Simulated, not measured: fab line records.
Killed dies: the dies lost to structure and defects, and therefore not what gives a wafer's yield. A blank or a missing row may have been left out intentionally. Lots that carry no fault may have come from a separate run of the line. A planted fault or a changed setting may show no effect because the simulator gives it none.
A lot that was struck, set against a sound lot + flow nand-harc + 16 steps out of a route of 1302
Sound: wafers L781.2, L781.4, L781.5. The struck wafers were L770.1, L770.2, L770.6. At the end, the cause is stated.
At each step with rows: each side's tool, then ch and its chambers, then its first start. Under that, the readings that differ: sound wafers + struck wafers + difference of the means + sigmas: that difference in standard deviations of wafers without a fault.
alike: words and numbers the same on both sides, and readings whose means are apart by under 2 such deviations; not compared: readings that were withheld, readings missing a value for some wafer, numbers with overlapping values and no deviation given by the record, and bounds like >300 which may hide the same value.
Wherever a step has rows on one side only, a row that says differs or no value, or a row with sigmas, the two part there. Non-overlapping numbers with no deviation appear without sigmas and do not part them. A reading that every wafer of one side lacks parts them only if that side has two wafers or more.

NHARC_A_CONTACT_ETCH_139: etches the open film in C4F8/O2/Ar, time 195 s, target depth 840 nm.
  sound on har-cap-etch-03 ch 0, day 28 06:51; struck on har-cap-etch-03 ch 0,1, day 23 08:29
  not compared: rf-hours-counter-h
NHARC_A_CONTACT_ETCH_92: etches the open film in CH3F/O2, target depth 40 nm, time 85.7 s.
  sound on rie-diel-04 ch 0,3, day 28 07:25; struck on rie-diel-01 ch 0,3, day 23 09:03
| reading                         | sound             | struck            | difference | sigmas |
|---------------------------------|-------------------|-------------------|------------|--------|
| oes-product-au (a.u.)           | 1.003 0.999 0.994 | 0.908 0.917 0.920 | -0.084     | -4     |
| rf-vpp-V (V)                    | 243.3 242.9 243.3 | 246.3 245.8 247.3 | +3.3       | +2     |
| showerhead-plenum-p-Torr (Torr) | 2.37 2.40 2.40    | 2.59 2.62 2.62    | +0.22      | +2     |
  alike: drypump-motor-current-A, throttle-valve-pct
  not compared: rf-hours-counter-h
then, 1 step without rows for these wafers: NHARC_A_CONTACT_ETCH_98 (etches the open film in C4F6/O2, target depth 20 nm, time 10 s).
NHARC_A_CONTACT_CD_MEAS_15:
  sound on cd-sem-01, day 28 07:38; struck on cd-sem-01, day 23 09:18
  alike: cd-nm
then, 3 steps without rows for these wafers: NHARC_A_CONTACT_STRIP_107 (strips in N2/H2); NHARC_A_CONTACT_STRIP_108 (strips in CF4/CHF3); NHARC_A_CONTACT_STRIP_109 (strips in O2/COS).
NHARC_A_CONTACT_ETCH_110: etches the open film in CF4/O2, target depth 60 nm, overetch 6 nm, time 33 s.
  sound on rie-diel-04 ch 2,3, day 28 07:55; struck on rie-diel-01 ch 1,2, day 23 10:03
  alike: drypump-motor-current-A, oes_f_703_au, oes_o_777_au, oes-product-au, rf-vpp-V, showerhead-plenum-p-Torr, throttle-valve-pct
  not compared: rf-hours-counter-h
then, 2 steps without rows for these wafers: NHARC_A_CONTACT_STRIP_26 (strips in O2); NHARC_A_CONTACT_STRIP_27 (strips in post etch residue remover, time 600 s).
NHARC_A_CONTACT_ALD_18: deposits TiN, target thk 3 nm, pulse time 1 s, ald cycles 150.
  sound on ald-metal-03 ch 0,2,3, day 28 08:35; struck on ald-metal-04 ch 1,3, day 23 10:43
| reading                    | sound             | struck            | difference | sigmas |
|----------------------------|-------------------|-------------------|------------|--------|
| precursor-pulse-height-rel | 1.033 1.029 1.016 | 0.974 0.991 0.988 | -0.042     | -2     |
  alike: heater-power-w, susceptor-temp-C
NHARC_A_CONTACT_CVD_19: deposits W, target thk 300 nm, time 802 s.
  sound: cvd-w-02 ch 1; struck: cvd-w-01 ch 0,1
  alike: heater-power-w, mfc-h2-sccm, susceptor-temp-C, throttle-valve-pct
NHARC_A_CONTACT_CMP_20: polishes, t overpolish 30 s, target thk 300 nm.
  sound on cmp-03 ch 0,3, day 28 09:43; struck on cmp-04 ch 0,2,3, day 23 11:49
  no value came back on the struck wafers for edge-zone-pressure-frac, motor-current-A (A), overpolish-run-s (s), time-to-endpoint-s (s); on the sound wafers edge-zone-pressure-frac reads 1.004 0.993 0.997
after that, 1 step had no rows for these wafers: NHARC_A_CONTACT_SRD_22.
NHARC_A_CONTACT_INSPECT_23:
  sound on defect-inspect-02, day 28 10:07; struck on defect-inspect-02, day 23 12:11
| reading          | sound       | struck         | difference | sigmas |
|------------------|-------------|----------------|------------|--------|
| raw-defect-count | 646 802 472 | 2597 2568 2657 | +1967      | +14    |
NHARC_END_SORT_01:
  here the record holds rows for the struck wafers (prober-01 ch 0, day 25 05:51) but none for the sound ones

## WHERE THEY PART
Earliest at NHARC_A_CONTACT_ETCH_92; latest, in this record, at NHARC_END_SORT_01.

WHY: the cause the simulator had injected
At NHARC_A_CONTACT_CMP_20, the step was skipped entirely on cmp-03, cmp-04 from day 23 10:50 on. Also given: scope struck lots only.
